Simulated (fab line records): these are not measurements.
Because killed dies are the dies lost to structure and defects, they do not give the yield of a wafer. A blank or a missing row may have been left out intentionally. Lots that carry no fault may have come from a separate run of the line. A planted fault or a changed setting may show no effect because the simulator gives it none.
Struck lot and sound lot, side by side + flow nand_harc + 18 steps out of a route of 1302
Sound: wafers L600.2, L600.4, L600.6. Wafers struck: L611.1, L611.3, L611.6. Last of all comes the cause.
Order at every step that has rows: each side's tool, ch and its chambers, its first start. Under that, the readings that differ: sound wafers + struck wafers + difference of the means + sigmas: that difference in standard deviations of wafers without a fault.
alike: readings with means less than 2 such deviations apart, plus words and numbers identical on both sides. not compared: withheld readings, readings lacking a value on some wafer, bounds such as >300 that could conceal the same value, and numbers that have no deviation in the record and whose values overlap.
The two part at a step that has a row with sigmas, a row that says differs or no value, or rows on one side only. Non-overlapping numbers with no deviation appear without sigmas and do not part them. Lack of a reading on every wafer of one side parts them only where that side has two or more wafers.

NHARC_P_ZERO_WELL_CD_MEAS_24: target cd 720 nm.
  sound on cd_sem-03 ch 0, day 3 14:31; struck on cd_sem-02 ch 0, day 8 04:22
  alike: cd_nm
then, 1 step without rows for these wafers: NHARC_P_ZERO_WELL_HARDBAKE_25 (time 80 s).
NHARC_P_ZERO_WELL_DESCUM_26: chemistry O2, time 3 s.
  sound on rie_diel-04 ch 0,3, day 3 14:40; struck on rie_diel-02 ch 1,2, day 8 04:34
  alike: chamber_pressure_mTorr, drypump_motor_current_A, oes_product_au, rf_vpp_V, showerhead_plenum_p_Torr, throttle_valve_pct
  not compared: rf_hours_counter_h
then, 9 steps without rows for these wafers: NHARC_P_ZERO_WELL_IMPLANT_27; NHARC_P_ZERO_WELL_IMPLANT_57; NHARC_P_ZERO_WELL_IMPLANT_58; NHARC_P_ZERO_WELL_STRIP_28 (strips in SPM, time 840 s); NHARC_P_ZERO_WELL_DEHYDRATE_29 (time 120 s); NHARC_P_ZERO_WELL_HMDS_30 (time 30 s); NHARC_P_ZERO_WELL_COAT_31; NHARC_P_ZERO_WELL_SOFTBAKE_32 (time 95 s); NHARC_P_ZERO_WELL_EBR_33.
NHARC_P_ZERO_WELL_EXPOSE_34: exposes mask P PWELL, target cd 720 nm.
  sound on krf_scanner-02 ch 0, day 3 15:59; struck on krf_scanner-01 ch 0, day 8 05:46
| reading | sound                         | struck                        | difference | sigmas |
|---------|-------------------------------|-------------------------------|------------|--------|
| mask    | P_PWELL#0 P_PWELL#0 P_PWELL#0 | P_NWELL#0 P_NWELL#0 P_NWELL#0 | differs    |        |
  alike: exposure_dose_mJ_cm2
then, 2 steps without rows for these wafers: NHARC_P_ZERO_WELL_PEB_35 (peb time 85 s); NHARC_P_ZERO_WELL_DEVELOP_36 (time 70 s).
NHARC_P_ZERO_WELL_CD_MEAS_37: target cd 720 nm.
  sound on cd_sem-01 ch 0, day 3 16:08; struck on cd_sem-01 ch 0, day 8 05:55
| reading    | sound             | struck | difference                    | sigmas |
|------------|-------------------|--------|-------------------------------|--------|
| cd_nm (nm) | 722.3 721.1 719.8 | - - -  | no value on the struck wafers |        |
then, 1 step without rows for these wafers: NHARC_P_ZERO_WELL_HARDBAKE_38 (time 80 s).
-- jump in the record: it breaks off in module P_ZERO_WELL and resumes in module END (first step shown: number 1302 of the route), and 22 days separate the struck wafers' starts before and after --
NHARC_END_SORT_01:
  the record has rows for the struck wafers here (prober-02 ch 0, day 30 04:30) and none for the sound ones

== WHERE THEY PART ==
Last at NHARC_END_SORT_01 as far as this record goes, first at NHARC_P_ZERO_WELL_EXPOSE_34.

WHY: whatever the simulator had introduced
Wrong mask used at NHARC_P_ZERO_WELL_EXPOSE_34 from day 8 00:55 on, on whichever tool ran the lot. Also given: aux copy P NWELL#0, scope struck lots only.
